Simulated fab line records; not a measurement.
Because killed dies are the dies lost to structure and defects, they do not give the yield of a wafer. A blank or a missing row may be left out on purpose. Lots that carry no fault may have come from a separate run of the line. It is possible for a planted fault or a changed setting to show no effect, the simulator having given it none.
fab line records    flow nand-harc    part 2 of 2: steps 5 to 6 of 6
[record] lots = 21  wafers = 63  last-day = 33
route steps=1302 shown A_STAIRCASE@818 A_SGD_CUT@910
lots untouched by any fault: they come from a run of this same line in which no faults occurred
start-h: the number of hours between the record's first day and the start of the first shown wafer of the lot    wait-h: hours from the lot's prior step to this one    " identical to the entry in the row above    L1.1+2: one row covering several wafers at once    - no value present, or no start provided    * or withheld: withheld    < > ~ a bound
route shown NAME@n: a module of which the file shows steps, and the number in the route of the first    usual: mean/standard deviation taken from wafers without a fault    same: alike in all rows    chamber/n: place in a boat    sites: each site's reading    _std_site: the values' standard deviation    _edge_site: mean of outer sites minus mean of inner sites    radius-mm: for every site, how far away it sits from the centre of the wafer    mask NAME#n: copy n    behind: tool/chamber where the wafer was last shaped    hold: reason for holding the lot/hours on hold/outcome of the hold    device: names the non-switching transistor (n, p or np)    end of line: the same wafers' tests at the end of the route    a step with no rows: only its recipe    killed: at the first sort, the dies lost to defects and structure; wafer yield is something else    map: per-die view of a wafer (x killed, . not killed, _ where there is no die)
set.NAME: setting as actually run; set.NAME@STEP: the setting as run at that earlier step    model.NAME: the simulator's own value behind a step, which no gauge read
route steps across a sampled set of lots; one table per step, one row per wafer
services: when a tool's chamber went out of use (start-h, in hours from the record's first day, below 0 if earlier), for how many hours, and the reason
[[steps]]
[step NHARC_A_STAIRCASE_ETCHBACK_422]
[recipe] target-depth-a = 400  over-etch-frac = 0.3  time-s = 74.286  ion-energy-ev = 120  ch3f-flow-sccm = 50  o2-flow-sccm = 30  ar-flow-sccm = 200  rf-w = 500  bias-w = 100  chemistry = CH3F/O2
[usual] drypump-motor-current-A = 5.8/0.36  oes-product-au = 0.96/0.038  rf-fwd-power-W = 495.9/1.9  rf-vpp-V = 244.5/1.6  showerhead-plenum-p-Torr = 2.48/0.094  throttle-valve-pct = 20.663/0.0089
lot.wafer  tool         chamber  start-h  wait-h  drypump-motor-current-A  oes-product-au  rf-fwd-power-W  rf-hours-counter-h  rf-vpp-V  showerhead-plenum-p-Torr  throttle-valve-pct
L074.1     rie-diel-02  2        447.26   0.2     5.6                      1.01            494.4           14                  245.8     2.65                      20.676
L074.3     "            0        "        "       6.3                      0.99            495.9           12                  242.7     2.33                      20.653
L074.6     "            2        "        "       5.6                      1.00            493.6           -                   247.9     2.65                      20.663
L077.4     rie-diel-13  3        456.98   0.1     5.9                      0.93            499.0           43                  244.3     2.47                      20.669
L077.3     "            2        "        "       5.8                      0.95            495.0           38                  243.2     2.36                      20.660
L077.6     "            0        "        "       5.8                      0.92            496.4           -                   243.9     2.53                      20.659
L078.3     rie-diel-13  0        461.27   0.1     5.9                      0.91            494.3           42                  246.2     2.53                      20.651
L078.2     "            1        "        "       5.9                      0.93            494.6           24                  245.4     2.52                      20.664
L078.5     "            0        "        "       5.9                      0.92            496.1           -                   245.9     2.53                      20.669
L076.1     rie-diel-02  1        461.55   0.1     5.1                      0.98            497.2           16                  246.0     2.55                      20.650
L076.4     "            0        "        "       6.3                      1.00            495.0           19                  241.6     2.32                      20.645
L076.5     "            2        "        "       5.7                      1.01            494.4           -                   248.1     2.65                      20.665
L079.3     rie-diel-02  1        490.31   0.1     5.1                      0.90            491.6           23                  246.6     2.55                      20.678
L079.1     "            2        "        "       5.6                      0.93            493.8           28                  248.3     2.65                      20.636
L079.6     "            2        "        "       5.6                      0.94            492.2           -                   246.5     2.65                      20.653
L080.1     rie-diel-09  1        495.56   0.2     5.5                      0.93            496.8           56                  243.8     2.48                      20.668
L080.4     "            3        "        "       5.0                      0.92            499.2           59                  241.9     2.35                      20.674
L080.6     "            0        "        "       6.2                      0.92            499.2           -                   245.1     2.61                      20.673
L081.2     rie-diel-02  3        505.48   0.1     5.7                      0.91            497.0           37                  243.4     2.47                      20.671
L081.4     "            1        "        "       5.1                      0.91            499.2           28                  245.7     2.55                      20.685
L081.6     "            2        "        "       5.7                      0.94            491.4           -                   247.5     2.65                      20.659
L082.3     rie-diel-13  0        532.97   0.2     5.9                      1.00            495.7           2                   245.5     2.52                      20.673
L082.4     "            1        "        "       5.9                      1.01            499.8           2                   244.1     2.51                      20.643
L082.6     "            2        "        "       5.8                      1.02            495.3           -                   241.8     2.36                      20.667
L085.3     rie-diel-13  0        541.99   0.2     5.8                      0.99            494.1           9                   245.5     2.52                      20.665
L085.1     "            1        "        "       6.0                      0.99            495.4           6                   245.3     2.51                      20.662
L085.2     "            2        "        "       5.8                      1.00            494.6           7                   242.4     2.35                      20.656
L086.3     rie-diel-13  0        542.16   0.1     5.9                      1.00            493.3           9                   245.7     2.52                      20.670
L086.2     "            2        "        "       5.8                      1.01            495.9           7                   242.6     2.35                      20.660
L086.6     "            0        "        "       5.9                      1.00            495.7           -                   246.3     2.52                      20.669
L089.1     rie-diel-09  1        576.47   0.2     5.5                      0.99            494.2           25                  245.9     2.47                      20.668
L089.4     "            3        "        "       5.0                      0.97            499.0           23                  243.4     2.34                      20.666
L089.6     "            0        "        "       6.2                      0.96            496.6           -                   247.2     2.61                      20.659
L088.4     rie-diel-09  2        576.62   0.3     6.3                      0.94            495.9           27                  243.4     2.53                      20.656
L088.1     "            1        "        "       5.5                      0.93            496.3           25                  242.5     2.47                      20.671
L088.5     "            2        "        "       6.3                      0.95            494.6           -                   245.6     2.53                      20.676
L087.3     rie-diel-13  0        579.25   0.1     5.9                      1.00            495.6           20                  244.9     2.51                      20.668
L087.4     "            1        "        "       5.9                      1.00            499.1           17                  244.3     2.50                      20.667
L087.6     "            3        "        "       5.9                      1.02            496.3           -                   242.6     2.45                      20.662
L091.3     rie-diel-09  0        597.55   0.1     6.2                      0.92            499.1           27                  247.5     2.60                      20.679
L091.2     "            2        "        "       6.3                      0.93            496.5           32                  243.1     2.53                      20.667
L091.6     "            0        "        "       6.2                      0.92            496.8           -                   245.3     2.60                      20.681
L090.1     rie-diel-09  0        618.44   0.2     6.2                      0.91            495.8           33                  246.2     2.60                      20.653
L090.6     "            2        "        "       6.3                      0.93            496.8           -                   245.4     2.53                      20.661
L090.5     "            3        "        "       5.0                      0.92            498.4           -                   242.0     2.34                      20.657
L093.3     rie-diel-02  0        621.24   0.2     6.2                      1.00            496.8           16                  242.6     2.30                      20.668
L093.4     "            1        "        "       5.1                      1.00            494.0           17                  245.2     2.53                      20.653
L093.6     "            3        "        "       5.7                      1.01            496.2           -                   242.9     2.45                      20.678
L092.4     rie-diel-13  1        632.31   0.1     6.0                      0.92            496.7           29                  244.2     2.50                      20.658
L092.6     "            1        "        "       5.9                      0.93            496.3           -                   244.4     2.50                      20.667
L092.5     "            2        "        "       5.8                      0.93            497.1           -                   243.4     2.34                      20.666
L094.4     rie-diel-02  3        638.26   0.1     5.7                      0.92            495.4           20                  245.1     2.45                      20.650
L094.1     "            0        "        "       6.3                      0.92            495.6           21                  243.3     2.30                      20.679
L094.2     "            2        "        "       5.6                      0.93            494.4           20                  247.8     2.63                      20.671
L095.3     rie-diel-02  1        645.52   0.1     5.1                      0.93            496.0           23                  245.3     2.53                      20.672
L095.2     "            0        "        "       6.3                      0.93            495.8           23                  242.3     2.30                      20.672
L095.6     "            2        "        "       5.7                      0.94            494.6           -                   248.1     2.63                      20.666
L096.2     rie-diel-13  1        659.44   0.1     5.9                      0.92            498.2           36                  243.9     2.50                      20.665
L096.4     "            3        "        "       5.9                      0.92            494.5           45                  242.4     2.44                      20.668
L096.5     "            0        "        "       5.9                      0.92            492.4           -                   245.1     2.51                      20.658
L097.4     rie-diel-13  3        662.64   0.2     5.9                      0.93            498.5           45                  244.9     2.44                      20.654
L097.2     "            0        "        "       5.8                      0.92            496.3           40                  244.3     2.51                      20.657
L097.5     "            2        "        "       5.8                      0.93            496.5           -                   243.1     2.34                      20.656
[step NHARC_A_SGD_CUT_STRIP_17]
[recipe] o2-flow-sccm = 500  ar-flow-sccm = 0  bias-w = 0  chemistry = O2
[usual] drypump-motor-current-A = 5.8/0.33  oes-product-au = 0.996/0.0099  rf-vpp-V = 57.5/0.83  showerhead-plenum-p-Torr = 3.39/0.13  throttle-valve-pct = 17.037/0.0097
lot.wafer  tool         chamber  start-h  wait-h  drypump-motor-current-A  oes-product-au  rf-hours-counter-h  rf-vpp-V  showerhead-plenum-p-Torr  throttle-valve-pct
L074.1     rie-diel-11  0        -        -       5.7                      1.004           0.8                 57.4      3.53                      17.046
L074.3     "            1        "        "       5.6                      1.024           0.7                 58.0      3.76                      17.042
L074.6     "            3        "        "       5.8                      0.990           -                   57.2      3.75                      17.046
L077.3     rie-diel-01  0        -        -       6.0                      0.993           4.2                 57.0      3.47                      17.022
L077.4     "            2        "        "       5.7                      1.004           -                   57.2      3.32                      17.012
L077.6     "            3        "        "       6.0                      1.008           -                   58.0      3.33                      17.030
L078.2     rie-diel-01  2        -        -       5.7                      0.986           5.0                 56.6      3.32                      17.034
L078.3     "            0        "        "       6.0                      0.974           4.6                 57.9      3.47                      17.032
L078.5     "            2        "        "       5.7                      0.983           -                   57.6      3.32                      17.028
L076.4     rie-diel-04  0        -        -       5.3                      0.996           6.1                 56.9      3.29                      17.019
L076.1     "            1        "        "       6.6                      1.009           7.5                 57.4      3.29                      17.045
L076.5     "            1        "        "       6.6                      1.009           -                   55.9      3.29                      17.042
L079.3     rie-diel-04  0        -        -       5.3                      0.986           7.5                 54.8      3.29                      17.048
L079.1     "            2        "        "       5.8                      0.998           8.3                 57.3      3.33                      17.030
L079.6     "            1        "        "       6.5                      1.014           -                   56.5      3.29                      17.027
L080.4     rie-diel-01  2        -        -       5.6                      0.998           6.4                 57.0      3.32                      17.033
L080.1     "            0        "        "       6.0                      0.973           5.9                 57.0      3.47                      17.041
L080.6     "            2        "        "       5.7                      0.990           -                   58.2      3.32                      17.056
L081.2     rie-diel-01  3        -        -       6.0                      0.991           6.5                 57.2      3.33                      17.031
L081.6     "            1        "        "       5.9                      0.979           -                   58.1      3.31                      17.032
L081.4     "            2        "        "       5.7                      1.003           -                   57.4      3.32                      17.037
L082.3     rie-diel-11  3        -        -       5.8                      0.987           7.5                 57.1      3.75                      17.021
L082.4     "            2        "        "       5.3                      1.009           -                   58.4      3.55                      17.042
L082.6     "            3        "        "       5.8                      0.979           -                   58.4      3.75                      17.023
L085.2     rie-diel-04  0        -        -       5.3                      0.988           0.5                 57.0      3.29                      17.046
L085.3     "            2        "        "       5.8                      0.990           0.9                 58.2      3.33                      17.040
L085.1     "            3        "        "       5.5                      1.001           0.6                 56.4      3.52                      17.037
L086.3     rie-diel-11  0        -        -       5.7                      1.015           7.1                 58.3      3.53                      17.046
L086.2     "            2        "        "       5.3                      1.007           9.1                 56.7      3.55                      17.034
L086.6     "            0        "        "       5.7                      1.006           -                   56.5      3.53                      17.045
L089.4     rie-diel-01  1        -        -       5.9                      0.993           0.9                 58.1      3.31                      17.037
L089.1     "            2        "        "       5.7                      0.990           0.9                 57.8      3.31                      17.059
L089.6     "            0        "        "       5.9                      0.989           -                   57.0      3.47                      17.018
L088.1     rie-diel-01  2        -        -       5.6                      0.984           1.0                 59.0      3.31                      17.021
L088.4     "            1        "        "       6.0                      0.982           1.0                 58.3      3.31                      17.046
L088.5     "            2        "        "       5.7                      0.987           -                   58.0      3.31                      17.037
L087.4     rie-diel-04  3        -        -       5.5                      1.002           4.1                 57.1      3.52                      17.031
L087.3     "            0        "        "       5.4                      1.005           3.5                 57.3      3.28                      17.024
L087.6     "            2        "        "       5.8                      0.996           -                   57.4      3.32                      17.028
L091.2     rie-diel-01  2        -        -       5.7                      0.994           1.8                 57.0      3.31                      17.033
L091.3     "            1        "        "       5.9                      0.988           1.9                 57.5      3.31                      17.027
L091.6     "            2        "        "       5.7                      0.996           -                   57.5      3.31                      17.029
L090.1     rie-diel-04  0        -        -       5.4                      0.975           5.5                 55.6      3.28                      17.040
L090.6     "            2        "        "       5.8                      0.983           -                   57.9      3.32                      17.040
L090.5     "            3        "        "       5.5                      1.009           -                   57.9      3.52                      17.043
L093.3     rie-diel-04  0        -        -       5.3                      0.988           5.9                 57.1      3.28                      17.042
L093.6     "            2        "        "       5.8                      0.984           -                   57.1      3.32                      17.051
L093.4     "            0        "        "       5.4                      0.987           -                   58.8      3.28                      17.039
L092.4     rie-diel-01  3        -        -       6.0                      1.003           3.6                 58.1      3.33                      17.024
L092.6     "            2        "        "       5.7                      0.995           -                   56.8      3.31                      17.037
L092.5     "            3        "        "       6.0                      1.006           -                   57.1      3.33                      17.018
L094.1     rie-diel-01  1        -        -       5.9                      0.991           4.1                 58.3      3.31                      17.044
L094.4     "            2        "        "       5.7                      0.997           4.2                 57.1      3.31                      17.033
L094.2     "            3        "        "       6.0                      0.999           4.1                 57.7      3.33                      17.024
L095.3     rie-diel-01  2        -        -       5.7                      0.989           4.7                 58.5      3.31                      17.044
L095.2     "            3        "        "       6.0                      1.003           4.5                 59.1      3.33                      17.030
L095.6     "            2        "        "       5.7                      0.991           -                   57.7      3.31                      17.035
L096.2     rie-diel-04  3        -        -       5.5                      1.008           10.5                57.8      3.52                      17.049
L096.4     "            0        "        "       5.3                      0.989           8.7                 58.0      3.28                      17.055
L096.5     "            0        "        "       5.3                      0.982           -                   58.1      3.28                      17.019
L097.4     rie-diel-04  3        -        -       5.5                      0.998           11.3                57.2      3.52                      17.039
L097.2     "            1        "        "       6.6                      1.006           6.4                 56.6      3.28                      17.038
L097.5     "            2        "        "       5.8                      0.999           -                   57.0      3.32                      17.033
[[services]]
tool         chamber  start-h  hours  kind
acl-dep-01   -        368.65   13.0   pm
rie-diel-01  -        380.90   9.0    pm
rie-diel-13  0        382.44   5.4    repair
rie-diel-02  -        394.00   9.0    pm
rie-diel-02  3        410.58   1.3    repair
rie-diel-02  2        417.28   3.9    repair
rie-diel-09  0        419.70   5.8    repair
rie-diel-01  1        435.26   2.8    repair
rie-diel-09  1        440.37   1.2    repair
rie-diel-13  -        444.72   1.3    repair
rie-diel-01  1        458.30   6.5    repair
rie-diel-09  -        497.45   9.0    pm
rie-diel-01  0        505.73   16.7   repair
rie-diel-01  3        509.96   8.8    repair
rie-diel-13  -        519.58   9.0    pm
rie-diel-02  3        538.62   6.4    repair
acl-dep-01   -        549.65   13.0   pm
rie-diel-13  -        556.80   1.1    repair
rie-diel-01  -        557.90   9.0    pm
rie-diel-02  -        571.06   9.0    pm
rie-diel-01  0        584.93   15.9   repair
rie-diel-01  1        602.96   5.1    repair
rie-diel-13  0        653.55   4.0    repair
rie-diel-02  -        663.47   0.3    repair
